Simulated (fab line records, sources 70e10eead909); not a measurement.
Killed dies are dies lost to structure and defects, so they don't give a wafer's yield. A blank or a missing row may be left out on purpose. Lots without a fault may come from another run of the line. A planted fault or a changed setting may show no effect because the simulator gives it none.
A struck lot beside a sound one | flow nand_harc | 40 steps out of a route of 1159
Sound: wafers L712.2, L712.4, L712.5. Struck: wafers L718.2, L718.3. (L718.5 of the same lot was not struck and is left out.) The cause comes at the end.
At each step with rows: each side's tool, then ch and its chambers, then its first start. Under that, the readings that differ: sound wafers | struck wafers | difference of the means | sigmas: that difference in standard deviations of wafers without a fault.
alike: readings whose means differ by less than 2 such deviations, and words and numbers that are the same on both sides. not compared: withheld readings, readings that some wafer has no value for, bounds like >300 that may hide the same value, and numbers for which the record gives no deviation and whose values overlap.
The two part at a step that has a row with sigmas, a row that says differs or no value, or rows on one side only. Numbers that don't overlap but have no deviation are shown without sigmas and don't part them. A reading that every wafer of one side lacks parts them only if that side has two wafers or more.

first, 1 step without rows for these wafers: NHARC_A_BLC_STRIP_29 (strips in CF4).
NHARC_A_BLC_STRIP_21: strips in O2.
  sound on rie_diel-12 ch 1,3, day 17 09:46; struck on rie_diel-12 ch 0,1, day 19 02:11
  alike: drypump_motor_current_A, o2_flow_sccm, oes_product_au, rf_vpp_V, showerhead_plenum_p_Torr, throttle_valve_pct
  not compared: rf_hours_counter_h
then, 4 steps without rows for these wafers: NHARC_A_BLC_STRIP_22 (strips in post etch residue remover, time 600 s); NHARC_A_BLC_DEGAS_30 (time 60 s); NHARC_A_BLC_PRE_CLEAN_31 (time 15 s); NHARC_A_BLC_PVD_32 (deposits Ti, target thk 5 nm, time 17.7 s).
NHARC_A_BLC_ALD_23: deposits TiN, target thk 3 nm, pulse time 1 s, ald cycles 150.
  sound on ald_metal-04 ch 2,3, day 17 10:27; struck on ald_metal-02 ch 0,2, day 19 02:51
  alike: heater_power_w, precursor_pulse_height_rel
NHARC_A_BLC_CVD_24: deposits W, target thk 150 nm, time 434 s.
  sound on cvd_w-02 ch 0,1; struck on cvd_w-01 ch 0,1
  alike: heater_power_w, throttle_valve_pct
then, 2 steps without rows for these wafers: NHARC_A_BLC_CMP_25 (polishes, t overpolish 30 s, target thk 150 nm); NHARC_A_BLC_SRD_27.
NHARC_A_BLC_INSPECT_28:
  sound on defect_inspect-01, day 17 16:55; struck on defect_inspect-02, day 19 06:33
  alike: raw_defect_count
NHARC_A_M0_DEP_00: deposits SiOC, target thk 150 nm.
  sound on pecvd-04 ch 0,1,2, day 17 17:01; struck on pecvd-03 ch 0,1,2, day 19 06:37
then, 9 steps without rows for these wafers: NHARC_A_M0_DEHYDRATE_01 (time 120 s); NHARC_A_M0_HMDS_02 (time 30 s); NHARC_A_M0_COAT_33 (time 65 s); NHARC_A_M0_COAT_03 (resist thk 90 nm); NHARC_A_M0_SOFTBAKE_04 (time 55 s); NHARC_A_M0_EBR_05; NHARC_A_M0_EXPOSE_06 (exposes mask A M0, target cd 80 nm); NHARC_A_M0_PEB_07 (peb time 65 s); NHARC_A_M0_DEVELOP_08 (develop time 35 s).
NHARC_A_M0_CD_MEAS_09: target cd 80 nm.
  sound on cd_sem-01 ch 0, day 17 17:50; struck on cd_sem-02 ch 0, day 19 07:27
  alike: cd_nm
NHARC_A_M0_OVL_MEAS_10: pitch 160 nm.
  sound on overlay-01, day 17 17:55; struck on overlay-01, day 19 07:32
  alike: overlay_x_nm, overlay_y_nm
NHARC_A_M0_INSPECT_11:
  sound on defect_inspect-02, day 17 17:58; struck on defect_inspect-01, day 19 07:35
  alike: raw_defect_count
then, 2 steps without rows for these wafers: NHARC_A_M0_DESCUM_14 (chemistry O2, time 3 s); NHARC_A_M0_ETCH_34 (etches the open film in N2/H2, target depth 40 nm, overetch 12 nm, time 43.94 s).
NHARC_A_M0_ETCH_15: etches the open film in C4F8/Ar, target depth 150 nm, overetch 15 nm, time 82.5 s.
  sound on rie_diel-04 ch 1,2,3; struck on rie_diel-01 ch 1,3
  reading               | sound             | struck      | difference | sigmas
  oes_product_au (a.u.) | 0.981 0.981 0.971 | 0.906 0.915 | -0.067     | -2
  alike: rf_vpp_V
  not compared: rf_hours_counter_h
NHARC_A_M0_CD_MEAS_16:
  sound on cd_sem-03, day 17 18:19; struck on cd_sem-03, day 19 07:59
  alike: cd_nm
then, 2 steps without rows for these wafers: NHARC_A_M0_STRIP_18 (strips in N2/H2); NHARC_A_M0_STRIP_19 (strips in post etch residue remover, time 600 s).
NHARC_A_M0_DEGAS_28: time 60 s.
  sound on pvd_sputter-02, day 17 18:56; struck on pvd_sputter-03, day 19 08:40
  alike: heater_power_w
then, 7 steps without rows for these wafers: NHARC_A_M0_PRE_CLEAN_29 (time 30 s); NHARC_A_M0_PVD_20 (deposits TaN, target thk 5 nm, time 8.06 s); NHARC_A_M0_PVD_21 (deposits Cu, target thk 30 nm, time 20.49 s); NHARC_A_M0_ECD_22 (material Cu, target thk 400 nm); NHARC_A_M0_ANNEAL_30 (time 90 s); NHARC_A_M0_CMP_23 (polishes, t overpolish 20 s, target thk 113.75 nm); NHARC_A_M0_SRD_25.
NHARC_A_M0_INSPECT_27:
  sound on defect_inspect-01, day 17 20:45; struck on defect_inspect-01, day 19 10:14
  alike: raw_defect_count
NHARC_END_SORT_01:
  sound on prober-02 ch 0, day 19 13:23; struck on prober-01 ch 0, day 21 02:09
  reading                  | sound          | struck    | difference | sigmas
  defect_limited_yield (%) | 92.6 94.5 94.2 | 0 0       | -94        | -67
  killed_at_array          | 44 30 35       | 675 670   | +636       | +71
  killed_dies              | 50 37 39       | 677 677   | +635       | +70
  sort_bin_2_pct (%)       | 2.8 1.0 1.8    | 97.2 96.9 | +95.2      | +99 or more
  sort_n_pass              | 627 640 638    | 0 0       | -635       | -70
  sort_rim_yield_pct (%)   | 92.5 95.3 95.3 | 0 0       | -94        | -31
  sort_yield_pct (%)       | 92.6 94.5 94.2 | 0 0       | -94        | -67
  alike: killed_at_other, killed_at_periphery, killed_open, killed_short, sort_bin_3_pct, sort_bin_4_pct

WHERE THEY PART
First at NHARC_A_M0_ETCH_15; last, within this record, at NHARC_END_SORT_01.

WHY: what the simulator had put in
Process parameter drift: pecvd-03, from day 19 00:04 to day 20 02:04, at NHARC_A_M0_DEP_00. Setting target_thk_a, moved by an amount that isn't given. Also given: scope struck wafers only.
